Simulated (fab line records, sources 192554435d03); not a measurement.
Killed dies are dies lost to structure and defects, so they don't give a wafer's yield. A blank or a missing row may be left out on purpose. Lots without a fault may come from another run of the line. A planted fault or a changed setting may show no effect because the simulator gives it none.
fab line records | flow n5_finfet
record lots=24 wafers=72 last_day=18
route steps=1938 shown BEOL_M0_SAQP@678 BEOL_M0_CUTY@713 BEOL_M0@721 BEOL_M1@751
lots that met no fault: from a run of the same line without faults
start_h: hours from the record's first day to the start of the lot's first wafer shown | wait_h: hours since the lot's step before | " the same as in the row above | L1.1+2: a row that stands for several wafers | - no value, or no start given | * or withheld: withheld | < > ~ a bound
route shown NAME@n: a module of which the file shows steps, and the number in the route of the first | usual: mean/standard deviation of fault-free wafers | same: alike in all rows | chamber/n: place in a boat | sites: the reading at each site | _std_site: their standard deviation | _edge_site: outer sites' mean less inner sites' | radius_mm: how far each site lies from the wafer's centre | mask NAME#n: copy n | behind: the tool/chamber that last shaped the wafer | hold: why the lot was held/for how many hours/how that ended | device: the transistor (n, p or np) that didn't switch | end of line: the same wafers' tests at the end of the route | a step without rows: its recipe alone | killed: dies lost to structure and defects at the first sort, not the wafer's yield | map: a wafer's dies, x killed, . not, _ none there
set.NAME: the setting as run; set.NAME@STEP: as run at that earlier step | model.NAME: the simulator's own value behind a step, which no gauge read
steps of the route over a sample of lots; a table a step, a row a wafer
services: from which hour (start_h, from the record's first day; less than 0 if before it) a tool's chamber was out of use, for how many hours, and why
## steps
# step N5_BEOL_M0_SAQP_MANDREL2_REMOVE_110
# recipe chemistry=HBr/Cl2/O2 bt_time_s=10 target=a-Si stop_on=SiCN endpoint=OES-SiCl over_etch_frac=1 icp_w=600 bias_w=30 HBr_flow_sccm=150 Cl2_flow_sccm=80 O2_flow_sccm=5 pressure_mtorr=10
# usual drypump_motor_current_A=5.9/0.3 oes_product_au=0.996/0.02 throttle_valve_pct=36.8/0.33
# same bt_time_s=10
# columns lot.wafer tool chamber start_h wait_h drypump_motor_current_A oes_product_au rf_hours_counter_h throttle_valve_pct
L075.1 rie_si-03 1 121.70 0.1 5.4 1.007 54 37.1
L075.3 " 2 " " 5.8 1.002 98 36.6
L075.6 " 0 " " 5.9 1.023 - 36.1
L074.4 rie_si-03 2 127.28 0.0 5.8 1.002 98 36.6
L074.5 " 0 " " 5.9 1.020 - 36.1
L074.6 " 1 " " 5.4 1.001 - 37.1
L076.3 rie_si-02 0 127.71 0.1 6.4 0.985 105 36.7
L076.4 " 2 " " 5.9 1.018 8 36.9
L076.6 " 3 " " 6.2 0.953 - 36.5
L077.1 rie_si-03 2 137.72 0.1 5.8 1.002 98 36.7
L077.2 " 0 " " 5.9 1.011 3 36.1
L077.6 " 3 " " 5.9 1.008 - 37.0
L078.3 rie_si-02 1 141.24 0.1 6.1 0.971 2 36.6
L078.4 " 2 " " 5.9 1.008 8 36.9
L078.5 " 1 " " 6.1 0.978 - 36.6
L079.1 rie_si-04 1 145.56 0.1 6.0 0.997 184 36.9
L079.4 " 0 " " 6.4 1.033 1 37.1
L079.5 " 0 " " 6.4 1.025 - 37.2
L080.2 rie_si-02 0 149.98 0.1 6.5 0.984 106 36.7
L080.3 " 3 " " 6.2 0.951 23 36.5
L080.5 " 0 " " 6.4 0.995 - 36.7
L081.2 rie_si-04 0 152.59 0.1 6.4 1.025 1 37.2
L081.3 " 1 " " 6.0 0.988 184 36.9
L081.6 " 0 " " 6.4 1.022 - 37.1
L082.1 rie_si-04 1 162.18 0.1 6.0 0.996 184 36.9
L082.4 " 2 " " 5.5 1.000 142 37.2
L082.5 " 0 " " 6.4 1.023 - 37.2
L083.1 rie_si-02 3 174.12 0.1 6.2 0.938 24 36.5
L083.3 " 1 " " 6.1 0.978 3 36.6
L083.4 " 3 " " 6.2 0.950 - 36.5
L084.1 rie_si-03 2 181.39 0.1 5.8 1.013 99 36.6
L084.3 " 3 " " 5.9 1.001 177 37.0
L084.6 " 2 " " 5.8 0.996 - 36.6
L085.1 rie_si-02 2 191.26 0.1 5.9 0.991 9 36.9
L085.4 " 2 " " 5.9 1.001 - 36.9
L085.5 " 1 " " 6.0 0.971 - 36.6
L086.3 rie_si-04 2 197.02 0.1 5.5 1.000 143 37.2
L086.5 " 1 " " 6.0 0.992 - 36.9
L086.6 " 2 " " 5.5 1.006 - 37.2
L087.1 rie_si-03 1 201.46 0.1 5.4 0.991 56 37.1
L087.3 " 0 " " 5.9 1.031 4 36.1
L087.5 " 3 " " 5.9 0.990 - 37.1
L088.2 rie_si-02 3 201.99 0.1 6.2 0.958 24 36.5
L088.3 " 1 " " 6.1 0.973 3 36.6
L088.4 " 0 " " 6.4 0.984 106 36.7
L089.2 rie_si-03 3 206.79 0.1 5.9 0.986 178 37.0
L089.3 " 2 " " 5.8 1.018 99 36.6
L089.4 " 1 " " 5.4 1.008 56 37.1
L090.1 rie_si-02 3 215.47 0.1 6.2 0.953 25 36.5
L090.3 " 1 " " 6.1 0.980 4 36.6
L090.4 " 2 " " 5.9 0.998 10 36.9
L091.3 rie_si-03 0 215.93 0.1 5.9 1.015 4 36.1
L091.4 " 2 " " 5.8 1.008 99 36.6
L091.5 " 3 " " 5.8 1.002 - 37.0
L093.1 rie_si-03 1 252.52 0.1 5.4 1.001 57 37.1
L093.4 " 0 " " 5.9 1.023 5 36.1
L093.5 " 2 " " 5.8 1.004 - 36.6
L092.4 rie_si-04 3 253.04 0.1 5.8 1.003 112 37.0
L092.5 " 2 " " 5.5 0.995 - 37.2
L092.6 " 1 " " 6.0 0.991 - 36.4
L094.1 rie_si-04 1 254.72 0.1 6.0 0.981 0 36.4
L094.2 " 0 " " 6.3 1.024 3 37.2
L094.4 " 2 " " 5.5 0.978 144 37.2
L095.2 rie_si-04 2 254.94 0.1 5.5 0.990 144 37.2
L095.3 " 3 " " 5.8 0.997 112 37.0
L095.6 " 2 " " 5.5 0.986 - 37.2
L097.2 rie_si-03 3 255.31 0.1 5.9 0.993 179 37.0
L097.3 " 0 " " 5.9 1.004 5 36.1
L097.5 " 0 " " 5.9 1.015 - 36.1
L096.3 rie_si-02 2 255.48 0.1 5.9 1.006 10 36.9
L096.4 " 0 " " 6.5 0.981 107 36.7
L096.5 " 2 " " 5.9 1.001 - 36.9
# step N5_BEOL_M0_SAQP_OVL_MEAS_41
# recipe points_per_wafer=522
# usual M0_CUT1_OVL=0.1/0.57
# columns lot.wafer tool chamber start_h wait_h M0_CUT1_OVL[nm]
L075.1 overlay-02 0 122.29 0.0 -0.3
L075.3 " 0 " " -0.7
L075.6 " 0 " " -0.3
L074.4 overlay-02 0 127.88 0.0 0.8
L074.5 " 0 " " 0.3
L074.6 " 0 " " 0.7
L076.3 overlay-01 0 128.17 0.0 1.1
L076.4 " 0 " " 0.3
L076.6 " 0 " " 0.2
L077.1 overlay-02 0 138.29 0.0 0.2
L077.2 " 0 " " -0.3
L077.6 " 0 " " -0.5
L078.3 overlay-01 0 141.82 0.0 -0.7
L078.4 " 0 " " -0.2
L078.5 " 0 " " -0.6
L079.1 overlay-01 0 146.07 0.0 0.1
L079.4 " 0 " " -0.3
L079.5 " 0 " " 0.3
L080.2 overlay-02 0 150.44 0.0 -0.7
L080.3 " 0 " " 0.3
L080.5 " 0 " " -0.7
L081.2 overlay-01 0 153.04 0.0 0.0
L081.3 " 0 " " -0.6
L081.6 " 0 " " -0.2
L082.1 overlay-02 0 162.75 0.0 -0.6
L082.4 " 0 " " 0.1
L082.5 " 0 " " 0.7
L083.1 overlay-01 0 174.69 0.0 1.6
L083.3 " 0 " " 0.4
L083.4 " 0 " " 1.0
L084.1 overlay-01 0 181.84 0.0 1.1
L084.3 " 0 " " 1.6
L084.6 " 0 " " 0.3
L085.1 overlay-01 0 191.84 0.0 0.9
L085.4 " 0 " " -0.4
L085.5 " 0 " " 1.0
L086.3 overlay-02 0 197.60 0.0 0.1
L086.5 " 0 " " -0.1
L086.6 " 0 " " -0.5
L087.1 overlay-01 0 202.03 0.0 -0.5
L087.3 " 0 " " -0.7
L087.5 " 0 " " 0.7
L088.2 overlay-02 0 202.44 0.0 0.2
L088.3 " 0 " " -0.4
L088.4 " 0 " " 0.2
L089.2 overlay-02 0 207.26 0.0 0.0
L089.3 " 0 " " 0.2
L089.4 " 0 " " -0.2
L090.1 overlay-01 0 215.92 0.0 0.6
L090.3 " 0 " " 0.7
L090.4 " 0 " " -0.4
L091.3 overlay-02 0 216.39 0.0 -1.6
L091.4 " 0 " " -0.3
L091.5 " 0 " " -0.4
L093.1 overlay-02 0 253.09 0.0 0.5
L093.4 " 0 " " -0.3
L093.5 " 0 " " 0.3
L092.4 overlay-01 0 253.63 0.0 1.0
L092.5 " 0 " " -0.4
L092.6 " 0 " " 0.3
L094.1 overlay-01 0 255.16 0.0 -0.3
L094.2 " 0 " " -0.8
L094.4 " 0 " " -0.9
L095.2 overlay-01 0 255.39 0.0 -0.2
L095.3 " 0 " " 0.9
L095.6 " 0 " " 0.8
L097.2 overlay-02 0 255.77 0.0 0.8
L097.3 " 0 " " 0.3
L097.5 " 0 " " 0.7
L096.3 overlay-02 0 255.94 0.0 0.2
L096.4 " 0 " " 0.6
L096.5 " 0 " " 0.5
# step N5_BEOL_M0_CUTY_ETCH_63
# recipe chemistry=N2/H2 target=SOC target_depth_a=827 overetch_a=165 mask_material=SiARC temp_c=40 ion_energy_ev=200 time_s=124 pressure_mtorr=30 source_w=840 bias_w=150 n2_flow_sccm=200 h2_flow_sccm=200
# usual drypump_motor_current_A=5.7/0.48 n2_flow_sccm=200.0/0.68 oes_product_au=0.63/0.065 rf_vpp_V=525.7/1.5 showerhead_plenum_p_Torr=2.61/0.053 throttle_valve_pct=17.80/0.25
# same time_s=124
# columns lot.wafer tool chamber start_h wait_h drypump_motor_current_A n2_flow_sccm oes_product_au rf_hours_counter_h rf_vpp_V showerhead_plenum_p_Torr throttle_valve_pct
L075.1 rie_diel-01 1 124.12 0.0 5.7 200.8 0.66 88 526.6 2.70 17.82
L075.3 " 2 " " 5.2 199.1 0.57 239 525.9 2.60 18.22
L075.6 " 3 " " 6.3 199.3 0.60 - 527.2 2.62 17.64
L074.4 rie_diel-05 0 129.42 0.0 6.4 200.3 0.59 185 525.7 2.63 17.63
L074.5 " 3 " " 5.7 199.7 0.57 - 521.3 2.53 18.36
L074.6 " 2 " " 5.9 199.1 0.59 - 524.6 2.62 18.07
L076.3 rie_diel-05 0 130.11 0.0 6.4 199.5 0.59 186 526.0 2.63 17.63
L076.4 " 2 " " 6.0 199.4 0.58 230 526.6 2.62 18.08
L076.6 " 1 " " 5.1 200.8 0.64 - 524.3 2.54 17.46
L077.1 rie_diel-01 1 140.32 0.0 5.7 200.9 0.65 93 528.2 2.70 17.83
L077.2 " 3 " " 6.3 201.5 0.60 193 526.6 2.62 17.67
L077.6 " 2 " " 5.2 199.2 0.57 - 526.3 2.59 18.24
L078.3 rie_diel-01 1 143.37 0.0 5.7 198.7 0.66 94 527.1 2.70 17.86
L078.4 " 0 " " 6.4 199.4 0.63 168 525.6 2.63 17.64
L078.5 " 1 " " 5.7 199.4 0.65 - 526.6 2.70 17.84
L079.1 rie_diel-05 3 148.24 0.0 5.7 199.9 0.56 232 521.6 2.52 18.37
L079.4 " 2 " " 5.9 199.5 0.58 235 527.1 2.62 18.09
L079.5 " 0 " " 6.4 200.0 0.59 - 526.8 2.63 17.64
L080.2 rie_diel-01 1 152.31 0.0 5.7 200.7 0.64 97 527.2 2.70 17.84
L080.3 " 0 " " 6.4 200.5 0.61 171 525.9 2.63 17.66
L080.5 " 0 " " 6.4 200.0 0.61 - 525.3 2.63 17.66
L081.2 rie_diel-05 0 154.59 0.0 6.5 199.7 0.59 194 525.2 2.63 17.62
L081.3 " 2 " " 6.0 199.3 0.58 237 526.1 2.61 18.08
L081.6 " 1 " " 5.1 199.8 0.63 - 524.9 2.53 17.45
L082.1 rie_diel-05 3 165.76 0.0 5.7 201.4 0.56 236 523.5 2.52 18.38
L082.4 " 0 " " 6.4 200.7 0.59 197 526.3 2.63 17.63
L082.5 " 0 " " 6.4 199.9 0.59 - 526.9 2.62 17.65
L083.1 rie_diel-05 1 176.39 0.0 5.1 200.4 0.63 138 523.7 2.53 17.46
L083.3 " 3 " " 5.7 200.4 0.56 240 523.3 2.52 18.38
L083.4 " 2 " " 5.9 199.4 0.58 242 527.2 2.61 18.11
L084.1 rie_diel-01 0 183.61 0.0 6.4 199.3 0.60 185 527.6 2.62 17.68
L084.3 " 3 " " 6.3 199.4 0.59 212 525.8 2.61 17.69
L084.6 " 3 " " 6.3 198.7 0.59 - 524.8 2.61 17.71
L085.1 rie_diel-01 0 193.51 0.0 6.4 199.8 0.60 189 527.0 2.62 17.69
L085.4 " 1 " " 5.7 201.1 0.63 115 527.8 2.69 17.88
L085.5 " 3 " " 6.3 201.2 0.59 - 526.3 2.61 17.72
L086.3 rie_diel-01 2 199.51 0.0 5.2 199.6 0.76 9 524.2 2.59 17.76
L086.5 " 2 " " 5.2 200.0 0.76 - 526.2 2.59 17.76
L086.6 " 1 " " 5.7 199.7 0.64 - 527.6 2.69 17.86
L087.1 rie_diel-03 2 203.87 0.0 5.3 198.8 0.56 233 525.6 2.63 17.82
L087.3 " 0 " " 5.9 200.0 0.71 39 527.7 2.70 17.66
L087.5 " 3 " " 5.3 200.6 0.57 - 526.4 2.64 17.98
L088.2 rie_diel-03 2 204.15 0.0 5.3 199.0 0.56 233 525.1 2.63 17.81
L088.3 " 3 " " 5.3 199.5 0.58 207 525.9 2.64 17.97
L088.4 " 1 " " 5.3 199.9 0.71 47 526.7 2.57 17.67
L089.2 rie_diel-05 3 208.82 0.0 5.7 200.5 0.55 250 521.8 2.51 18.40
L089.3 " 0 " " 6.5 199.5 0.58 211 526.3 2.62 17.67
L089.4 " 0 " " 6.4 200.0 0.58 - 526.1 2.62 17.66
L090.1 rie_diel-05 1 217.65 0.0 5.1 200.5 0.61 152 523.2 2.52 17.47
L090.3 " 2 " " 5.9 199.4 0.79 0 525.6 2.61 17.67
L090.4 " 1 " " 5.1 200.6 0.61 - 523.9 2.52 17.48
L091.3 rie_diel-05 2 218.34 0.0 5.9 201.0 0.80 1 526.7 2.61 17.67
L091.4 " 1 " " 5.1 200.2 0.62 - 523.2 2.52 17.48
L091.5 " 2 " " 5.9 199.5 0.80 - 525.7 2.61 17.68
L093.1 rie_diel-05 1 255.26 0.0 5.1 199.9 0.61 168 525.3 2.52 17.50
L093.4 " 3 " " 5.7 199.7 0.77 7 522.9 2.51 17.97
L093.5 " 3 " " 5.7 198.7 0.77 - 523.6 2.51 17.97
L092.4 rie_diel-03 1 255.56 0.1 5.3 200.0 0.69 - 525.4 2.56 17.70
L092.5 " 0 " " 5.9 200.8 0.70 - 528.7 2.69 17.66
L092.6 " 3 " " 5.3 200.7 0.58 - 526.3 2.63 18.00
L094.1 rie_diel-01 1 257.64 0.0 5.7 199.8 0.61 141 527.1 2.68 17.92
L094.2 " 0 " " 6.4 198.4 0.59 216 526.7 2.61 17.75
L094.4 " 1 " " 5.7 201.0 0.61 - 525.0 2.68 17.92
L095.2 rie_diel-03 3 257.69 0.0 5.2 200.0 0.56 226 525.8 2.63 18.00
L095.3 " 1 " " 5.3 200.8 0.68 67 526.0 2.56 17.70
L095.6 " 0 " " 5.9 200.4 0.69 - 527.9 2.69 17.69
L097.2 rie_diel-03 3 257.97 0.0 5.3 199.8 0.57 226 526.4 2.63 18.01
L097.3 " 0 " " 5.9 200.0 0.70 59 526.6 2.69 17.70
L097.5 " 0 " " 5.8 199.8 0.70 - 527.5 2.69 17.67
L096.3 rie_diel-03 0 258.44 0.0 5.9 198.2 0.70 59 526.8 2.69 17.70
L096.4 " 0 " " 5.9 199.4 0.70 - 526.2 2.69 17.68
L096.5 " 1 " " 5.3 199.9 0.68 - 525.4 2.56 17.71
# step N5_BEOL_M0_TRENCH_ETCH_107
# recipe chemistry=C4F6/O2 target_depth_a=328 target=SiOC time_s=16.4 ion_energy_ev=250 pressure_mtorr=30 source_w=355 bias_w=185 Ar_flow_sccm=300 C4F6_flow_sccm=10 O2_flow_sccm=10
# usual drypump_motor_current_A=5.7/0.47 oes_product_au=0.75/0.073 rf_vpp_V=666/9.2 showerhead_plenum_p_Torr=2.93/0.053 throttle_valve_pct=20.80/0.21
# same time_s=16.4
# columns lot.wafer tool chamber start_h wait_h drypump_motor_current_A oes_product_au rf_hours_counter_h rf_vpp_V showerhead_plenum_p_Torr throttle_valve_pct
L075.1 rie_diel-05 0 125.82 0.0 6.5 0.73 184 665 2.95 20.62
L075.3 " 1 " " 5.1 0.78 122 645 2.83 20.32
L075.6 " 1 " " 5.1 0.78 - 647 2.83 20.31
L074.4 rie_diel-05 0 132.43 0.0 6.4 0.72 186 665 2.95 20.63
L074.5 " 0 " " 6.4 0.73 - 664 2.95 20.62
L074.6 " 1 " " 5.1 0.77 - 647 2.83 20.31
L076.3 rie_diel-01 2 132.52 0.0 5.2 0.68 242 667 2.92 21.36
L076.4 " 3 " " 6.3 0.75 190 675 2.94 20.84
L076.6 " 0 " " 6.4 0.75 - 666 2.97 20.78
L077.1 rie_diel-05 1 144.99 0.0 5.1 0.77 128 645 2.82 20.30
L077.2 " 0 " " 6.4 0.72 190 665 2.94 20.64
L077.6 " 0 " " 6.5 0.72 - 666 2.94 20.64
L078.3 rie_diel-03 2 145.07 0.0 5.3 0.69 - 674 2.96 20.79
L078.4 " 3 " " 5.2 0.69 - 663 2.94 20.84
L078.5 " 3 " " 5.3 0.70 - 666 2.94 20.82
L079.1 rie_diel-03 3 149.50 0.0 5.2 0.70 186 664 2.94 20.84
L079.4 " 1 " " 5.3 0.89 - 665 2.92 20.91
L079.5 " 3 " " 5.3 0.70 - 664 2.94 20.85
L080.2 rie_diel-01 1 154.33 0.0 5.7 0.79 98 662 2.97 20.68
L080.3 " 0 " " 6.4 0.73 171 664 2.97 20.81
L080.5 " 1 " " 5.7 0.79 - 663 2.97 20.66
L081.2 rie_diel-01 1 158.74 0.0 5.7 0.78 100 662 2.97 20.68
L081.3 " 0 " " 6.3 0.74 174 665 2.97 20.81
L081.6 " 1 " " 5.7 0.78 - 662 2.97 20.67
L082.1 rie_diel-01 3 167.82 0.0 6.3 0.73 205 673 2.93 20.84
L082.4 " 3 " " 6.3 0.73 - 674 2.93 20.86
L082.5 " 1 " " 5.7 0.78 - 661 2.97 20.67
L083.1 rie_diel-03 1 177.93 0.0 5.3 0.85 39 664 2.91 20.92
L083.3 " 2 " " 5.3 0.68 225 673 2.96 20.82
L083.4 " 3 " " 5.3 0.69 199 664 2.94 20.86
L084.1 rie_diel-05 3 186.99 0.0 5.7 0.67 242 678 2.82 21.30
L084.3 " 1 " " 5.1 0.77 141 645 2.82 20.35
L084.6 " 2 " " 5.9 0.68 - 666 2.90 21.01
L085.1 rie_diel-01 3 196.21 0.0 6.3 0.72 217 675 2.93 20.88
L085.4 " 0 " " 6.4 0.73 190 665 2.96 20.85
L085.5 " 2 " " 5.3 0.94 - 664 2.91 20.97
L086.3 rie_diel-03 2 200.23 0.0 5.3 0.68 231 672 2.95 20.82
L086.5 " 1 " " 5.3 0.85 - 663 2.91 20.92
L086.6 " 0 " " 5.8 0.88 - 687 3.02 20.80
L087.1 rie_diel-03 3 204.75 0.0 5.3 0.69 207 664 2.93 20.86
L087.3 " 1 " " 5.3 0.85 48 663 2.91 20.94
L087.5 " 3 " " 5.3 0.69 - 665 2.93 20.87
L088.2 rie_diel-05 0 205.61 0.0 6.4 0.71 209 666 2.94 20.68
L088.3 " 3 " " 5.7 0.67 248 678 2.81 21.28
L088.4 " 0 " " 6.4 0.70 - 666 2.94 20.66
L089.2 rie_diel-01 1 209.44 0.0 5.7 0.76 121 662 2.96 20.72
L089.3 " 3 " " 6.3 0.72 222 675 2.93 20.89
L089.4 " 0 " " 6.4 0.72 196 665 2.96 20.83
L090.1 rie_diel-03 2 218.35 0.0 5.3 0.67 238 672 2.95 20.82
L090.3 " 3 " " 5.2 0.67 212 662 2.93 20.89
L090.4 " 0 " " 5.9 0.86 44 685 3.02 20.81
L091.3 rie_diel-05 1 222.50 0.0 5.1 0.75 155 646 2.81 20.36
L091.4 " 0 " " 6.5 0.71 - 665 2.93 20.68
L091.5 " 2 " " 6.0 0.97 - 665 2.90 20.67
L093.1 rie_diel-01 1 255.91 0.0 5.7 0.75 141 662 2.95 20.74
L093.4 " 1 " " 5.7 0.75 - 661 2.95 20.72
L093.5 " 0 " " 6.3 0.72 - 665 2.95 20.88
L092.4 rie_diel-01 0 256.16 0.0 6.4 0.71 - 665 2.95 20.87
L092.5 " 1 " " 5.7 0.75 - 662 2.95 20.74
L092.6 " 0 " " 6.4 0.71 - 666 2.95 20.88
L095.2 rie_diel-05 1 258.27 0.0 5.1 0.73 169 647 2.81 20.38
L095.3 " 0 " " 6.4 0.69 230 665 2.93 20.71
L095.6 " 1 " " 5.1 0.73 - 646 2.81 20.38
L094.1 rie_diel-03 0 261.12 0.0 5.8 0.85 60 685 3.01 20.82
L094.2 " 1 " " 5.3 0.83 68 664 2.90 20.97
L094.4 " 1 " " 5.3 0.83 - 664 2.90 20.95
L097.2 rie_diel-03 0 261.30 0.0 5.8 0.83 60 684 3.01 20.84
L097.3 " 1 " " 5.3 0.82 68 663 2.90 20.97
L097.5 " 3 " " 5.2 0.67 - 665 2.92 20.90
L096.3 rie_diel-01 1 261.40 0.0 5.7 0.75 - 661 2.95 20.74
L096.4 " 0 " " 6.3 0.71 - 664 2.95 20.89
L096.5 " 1 " " 5.7 0.75 - 661 2.95 20.76
# step N5_BEOL_M0_ANNEAL_135
# recipe temp_c=400 time_s=60 ambient=vacuum
# usual heater_power_w=858/68
# same time_s=60
# columns lot.wafer tool chamber start_h wait_h heater_power_w
L075.1 pvd_sputter-02 - 128.00 0.0 766
L075.3 " - " " 903
L075.6 " - " " 867
L076.3 pvd_sputter-02 - 134.47 0.0 862
L076.4 " - " " 909
L076.6 " - " " 776
L074.4 pvd_sputter-02 - 134.91 0.0 801
L074.5 " - " " 780
L074.6 " - " " 776
L078.3 pvd_sputter-03 - 146.89 0.0 922
L078.4 " - " " 873
L078.5 " - " " 731
L077.1 pvd_sputter-02 - 146.92 0.0 794
L077.2 " - " " 868
L077.6 " - " " 904
L079.1 pvd_sputter-02 - 151.42 0.0 805
L079.4 " - " " 911
L079.5 " - " " 774
L080.2 pvd_sputter-01 - 157.57 0.0 936
L080.3 " - " " 882
L080.5 " - " " 968
L081.2 pvd_sputter-01 - 162.78 0.0 941
L081.3 " - " " 892
L081.6 " - " " 839
L082.1 pvd_sputter-02 - 169.91 0.0 848
L082.4 " - " " 774
L082.5 " - " " 894
L083.1 pvd_sputter-01 - 181.39 0.0 994
L083.3 " - " " 874
L083.4 " - " " 955
L084.1 pvd_sputter-03 - 188.77 0.0 811
L084.3 " - " " 881
L084.6 " - " " 923
L085.1 pvd_sputter-02 - 198.82 0.0 868
L085.4 " - " " 902
L085.5 " - " " 879
L086.3 pvd_sputter-03 - 203.99 0.0 876
L086.5 " - " " 929
L086.6 " - " " 836
L088.2 pvd_sputter-02 - 207.44 0.0 898
L088.3 " - " " 799
L088.4 " - " " 792
L087.1 pvd_sputter-02 - 207.98 0.0 785
L087.3 " - " " 771
L087.5 " - " " 855
L089.2 pvd_sputter-02 - 212.24 0.0 882
L089.3 " - " " 872
L089.4 " - " " 775
L090.1 pvd_sputter-01 - 221.41 0.0 904
L090.3 " - " " 954
L090.4 " - " " 821
L091.3 pvd_sputter-03 - 224.25 0.0 931
L091.4 " - " " 720
L091.5 " - " " 893
L093.1 pvd_sputter-01 - 257.41 0.0 888
L093.4 " - " " 922
L093.5 " - " " 968
L092.4 pvd_sputter-01 - 257.93 0.0 922
L092.5 " - " " 883
L092.6 " - " " 813
L095.2 pvd_sputter-01 - 259.94 0.0 966
L095.3 " - " " 831
L095.6 " - " " 877
L094.1 pvd_sputter-03 - 263.61 0.0 952
L094.2 " - " " 889
L094.4 " - " " 830
L097.2 pvd_sputter-03 - 264.09 0.0 826
L097.3 " - " " 890
L097.5 " - " " 834
L096.3 pvd_sputter-01 - 264.81 0.0 978
L096.4 " - " " 876
L096.5 " - " " 968
# step N5_BEOL_M1_ILD_DEP_00
# recipe material=SiOC target_thk_a=790 temp_c=350 precursor=DEMS/O2 pressure_torr=5 rf_w=500 time_s=15.3
# usual heater_power_w=459/60 showerhead_plenum_p_Torr=5.694/0.014 showerhead_vpp_V=1371/86 throttle_valve_pct=12.1/0.84
# same time_s=15.3
# columns lot.wafer tool chamber start_h wait_h heater_power_w showerhead_plenum_p_Torr showerhead_vpp_V throttle_valve_pct
L075.1 pecvd-04 2 129.20 0.0 518 5.706 1380 12.9
L075.3 " 1 " " 464 5.670 1332 11.6
L075.6 " 1 " " 442 5.676 1358 11.8
L076.3 pecvd-02 2 135.62 0.0 523 5.695 1353 11.0
L076.4 " 0 " " 442 5.709 1527 12.4
L076.6 " 1 " " 445 5.689 1362 13.2
L074.4 pecvd-04 0 136.13 0.1 404 5.701 1241 11.1
L074.5 " 2 " " 462 5.691 1387 12.9
L074.6 " 1 " " 454 5.674 1379 11.8
L078.3 pecvd-04 1 148.22 0.0 434 5.687 1387 11.7
L078.4 " 0 " " 342 5.703 1219 11.3
L078.5 " 1 " " 447 5.672 1350 11.7
L077.1 pecvd-03 2 148.45 0.0 497 5.674 1284 11.5
L077.2 " 0 " " 362 5.700 1415 12.0
L077.6 " 1 " " 528 5.708 1484 13.6
L079.1 pecvd-02 1 152.64 0.0 412 5.692 1348 13.1
L079.4 " 2 " " 477 5.688 1376 10.9
L079.5 " 1 " " 397 5.695 1374 13.2
L080.2 pecvd-03 2 158.72 0.0 490 5.684 1305 11.3
L080.3 " 1 " " 545 5.706 1482 13.6
L080.5 " 2 " " 491 5.678 1290 11.3
L081.2 pecvd-04 1 163.98 0.0 376 5.666 1362 11.9
L081.3 " 0 " " 395 5.710 1216 11.1
L081.6 " 0 " " 396 5.707 1247 11.2
L082.1 pecvd-02 2 171.11 0.0 517 5.698 1352 11.6
L082.4 " 2 " " 523 5.682 1365 11.3
L082.5 " 0 " " 451 5.727 1518 12.6
L083.1 pecvd-03 1 182.77 0.0 569 5.710 1484 13.6
L083.3 " 2 " " 413 5.692 1292 11.4
L083.4 " 0 " " 341 5.705 1413 12.2
L084.1 pecvd-02 0 190.41 0.0 504 5.712 1513 12.6
L084.3 " 1 " " 442 5.683 1366 13.0
L084.6 " 1 " " 445 5.685 1364 13.3
L085.1 pecvd-03 2 200.55 0.0 411 5.677 1296 11.4
L085.4 " 0 " " 418 5.676 1381 11.9
L085.5 " 2 " " 425 5.676 1288 11.1
L086.3 pecvd-03 0 205.33 0.0 388 5.704 1387 11.9
L086.5 " 2 " " 444 5.691 1299 11.5
L086.6 " 1 " " 570 5.690 1476 13.2
L088.2 pecvd-04 1 208.59 0.0 439 5.669 1341 11.6
L088.3 " 1 " " 445 5.669 1362 11.5
L088.4 " 0 " " 394 5.708 1239 11.5
L087.1 pecvd-02 2 209.94 0.0 535 5.696 1348 11.2
L087.3 " 1 " " 478 5.694 1373 13.2
L087.5 " 1 " " 470 5.687 1319 13.1
L089.2 pecvd-02 0 213.44 0.0 527 5.721 1504 12.8
L089.3 " 2 " " 533 5.697 1345 11.3
L089.4 " 1 " " 498 5.689 1376 13.4
L090.1 pecvd-03 2 222.59 0.0 507 5.694 1298 11.4
L090.3 " 0 " " 400 5.696 1388 12.3
L090.4 " 0 " " 396 5.677 1400 12.4
L091.3 pecvd-02 2 225.42 0.0 456 5.695 1338 11.4
L091.4 " 2 " " 460 5.697 1372 11.5
L091.5 " 0 " " 457 5.729 1518 12.5
L093.1 pecvd-03 1 258.56 0.0 582 5.701 1473 13.3
L093.4 " 2 " " 490 5.678 1321 11.4
L093.5 " 1 " " 584 5.700 1488 13.4
L092.4 pecvd-03 1 259.15 0.1 480 5.698 1459 13.5
L092.5 " 0 " " 425 5.711 1378 12.1
L092.6 " 2 " " 464 5.676 1260 11.2
L095.2 pecvd-03 1 261.12 0.0 510 5.700 1502 13.7
L095.3 " 0 " " 384 5.705 1369 12.0
L095.6 " 0 " " 395 5.701 1348 12.0
L094.1 pecvd-03 2 264.76 0.0 508 5.677 1284 11.4
L094.2 " 1 " " 539 5.709 1483 13.5
L094.4 " 1 " " 547 5.698 1493 13.2
L097.2 pecvd-04 0 265.24 0.0 395 5.688 1217 11.4
L097.3 " 2 " " 464 5.703 1412 11.1
L097.5 " 2 " " 465 5.716 1380 11.1
L096.3 pecvd-04 0 265.98 0.0 390 5.690 1243 11.3
L096.4 " 1 " " 441 5.681 1339 11.8
L096.5 " 2 " " 439 5.717 1385 11.0
## services
# columns tool chamber start_h hours kind
pecvd-04 1 102.09 4.7 repair
rie_diel-01 2 108.98 7.7 repair
rie_si-03 - 115.78 2.8 pm
pvd_sputter-01 - 129.13 1.9 repair
rie_diel-03 0 131.31 33.0 repair
pvd_sputter-03 - 135.52 1.7 repair
rie_diel-03 1 139.08 7.7 repair
rie_diel-01 2 153.55 - clean
rie_diel-01 2 153.55 - consumable_replace:esc
rie_diel-01 2 153.55 - consumable_replace:focus_ring
rie_diel-01 2 153.55 23.5 scheduled_down
rie_diel-01 2 153.55 23.5 vent_cycle
rie_diel-05 - 156.32 4.3 pm
rie_si-02 0 172.51 2.5 repair
pvd_sputter-03 - 172.58 5.0 repair
rie_si-02 0 181.85 14.7 repair
rie_diel-01 1 182.08 1.6 repair
pecvd-02 2 186.39 16.3 repair
rie_diel-05 2 202.05 - clean
pecvd-04 - 206.89 0.8 repair
rie_diel-05 - 228.13 0.4 repair
rie_diel-01 3 235.05 61.9 repair
pecvd-03 - 252.74 1.0 repair
rie_si-04 3 257.86 7.3 repair
## key
fault none
